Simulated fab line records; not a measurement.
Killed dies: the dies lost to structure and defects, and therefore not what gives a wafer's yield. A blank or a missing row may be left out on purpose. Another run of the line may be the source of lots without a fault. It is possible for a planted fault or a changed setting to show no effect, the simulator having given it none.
A struck lot beside a sound one / flow n5_finfet / 15 out of 1938 route steps
Sound: the wafers L359.2, L359.3, L359.5. The struck wafers were L345.2, L345.3, L345.5. The cause is named last.
Order at every step that has rows: each side's tool, ch and its chambers, its first start. Under that, the readings that differ: sound wafers / struck wafers / difference of the means / sigmas: that difference in standard deviations of wafers without a fault.
alike: same words and numbers on both sides, and readings whose means sit less than 2 such deviations apart. not compared: any withheld reading, any reading some wafer has no value for, any bound like >300 that may hide the same value, and any number with overlapping values for which the record gives no deviation.
Wherever a step has rows on one side only, a row that says differs or no value, or a row with sigmas, the two part there. Numbers that have no deviation but don't overlap get no sigmas and don't part them. A reading missing from all wafers of one side parts the sides only when that side holds two or more wafers.

first, 4 steps without rows for these wafers: N5_BEOL_M0_SAQP_SOFTBAKE_09 (time 60 s); N5_BEOL_M0_SAQP_EXPOSE_11 (exposes mask M0 CORE, target cd 42 nm); N5_BEOL_M0_SAQP_PEB_12 (peb time 60 s); N5_BEOL_M0_SAQP_DEVELOP_13 (develop time 30 s).
N5_BEOL_M0_SAQP_CD_MEAS_14: the cd target is 42.5 nm.
  sound on cd_sem-01 ch 0, day 10 11:00; struck on cd_sem-02 ch 0, day 6 19:27
reading=cd_nm (nm); sound=41.9 42.0 41.9; struck=42.5 42.9 42.7; difference=+0.8; sigmas=+2
N5_BEOL_M0_SAQP_OVL_MEAS_15:
  sound on overlay-01 ch 0, day 10 11:02; struck on overlay-02 ch 0, day 6 19:29
  alike: M0_CORE_OVL
N5_BEOL_M0_SAQP_INSPECT_16: inspects for defects (brightfield).
  sound on defect_inspect-02 at day 10 11:03; struck on defect_inspect-01 at day 6 19:31
  alike: raw_defect_count
N5_BEOL_M0_SAQP_DESCUM_19: chemistry O2, time 7.9 s.
  sound on rie_diel-06 ch 1,3, day 10 12:22; struck on rie_diel-02 ch 0,3, day 6 19:34
  alike: drypump_motor_current_A, oes_product_au, rf_vpp_V, showerhead_plenum_p_Torr, throttle_valve_pct
  not compared: rf_hours_counter_h
N5_BEOL_M0_SAQP_ETCH_83: etches SiARC in CF4, target depth 39 nm, time 65 s.
  sound on rie_diel-06 ch 1,3, day 10 12:24; struck on rie_diel-02 ch 0,3, day 6 19:36
  alike: drypump_motor_current_A, etch_rf_on_time_s, oes_product_au, rf_vpp_V, showerhead_plenum_p_Torr, throttle_valve_pct
  not compared: rf_hours_counter_h
N5_BEOL_M0_SAQP_ETCH_84: etches SOC in N2/H2, target depth 100 nm, overetch 20 nm, time 150 s.
  sound on rie_diel-06 ch 1,3, day 10 12:27; struck on rie_diel-02 ch 0,3, day 6 19:39
  alike: drypump_motor_current_A, oes_product_au, rf_vpp_V, showerhead_plenum_p_Torr, throttle_valve_pct
  not compared: rf_hours_counter_h
then, 1 step without rows for these wafers: N5_BEOL_M0_SAQP_STRIP_80 (strips in N2/H2).
N5_BEOL_M0_SAQP_HM_OPEN_112: chemistry CHF3/O2, target SiO2, stops on a-Si, target depth 12 nm, time 13.5 s.
  sound on rie_diel-06 ch 1,3, day 10 12:34; struck on rie_diel-02 ch 0,3, day 6 19:45
  alike: drypump_motor_current_A, oes_product_au, rf_vpp_V, showerhead_plenum_p_Torr, throttle_valve_pct
  not compared: rf_hours_counter_h
N5_BEOL_M0_SAQP_STRIP_113: strips in CHF3/O2.
  sound on rie_diel-06 ch 1,3, day 10 12:37; struck on rie_diel-02 ch 0,3, day 6 19:49
reading=model.SiARC_of_BEOL_M0_SAQP_COAT_82.thk_nm (nm); sound=0 0 0; struck=5.4 5.6 5.4; difference=+5.5; sigmas=
N5_BEOL_M0_SAQP_MANDREL_ETCH_20: etches a-Si in HBr/Cl2, stops on SiNx, target depth 60 nm, bt time 10 s, time 30 s.
  sound on rie_si-04 ch 0,1,2, day 10 12:38; struck on rie_si-05 ch 0,1,3, day 6 19:50
  alike: drypump_motor_current_A, oes_product_au, throttle_valve_pct
  not compared: rf_hours_counter_h
-- here the record skips 3 days between the struck wafers' starts before and after, leaving off in module BEOL_M0_SAQP and picking up in module BEOL_M4 (first step shown: number 1111 of the route) --
N5_BEOL_M4_RC_MEAS_101:
  sound on prober-01 ch 0, day 13 14:56; struck on prober-02 ch 0, day 9 07:56
  alike: DIBL_N, DIBL_P, IOFF_N, IOFF_P, ION_N, ION_P, SS_N, SS_P, VT_N, VT_P

== WHERE THEY PART ==
Only at N5_BEOL_M0_SAQP_CD_MEAS_14, as far as this record shows. Later steps at which nothing parts them and some readings are alike: N5_BEOL_M0_SAQP_OVL_MEAS_15, N5_BEOL_M0_SAQP_INSPECT_16, N5_BEOL_M0_SAQP_DESCUM_19, N5_BEOL_M0_SAQP_ETCH_83, N5_BEOL_M0_SAQP_ETCH_84, N5_BEOL_M0_SAQP_HM_OPEN_112, N5_BEOL_M0_SAQP_MANDREL_ETCH_20, N5_BEOL_M4_RC_MEAS_101.

WHY: what the simulator had put in
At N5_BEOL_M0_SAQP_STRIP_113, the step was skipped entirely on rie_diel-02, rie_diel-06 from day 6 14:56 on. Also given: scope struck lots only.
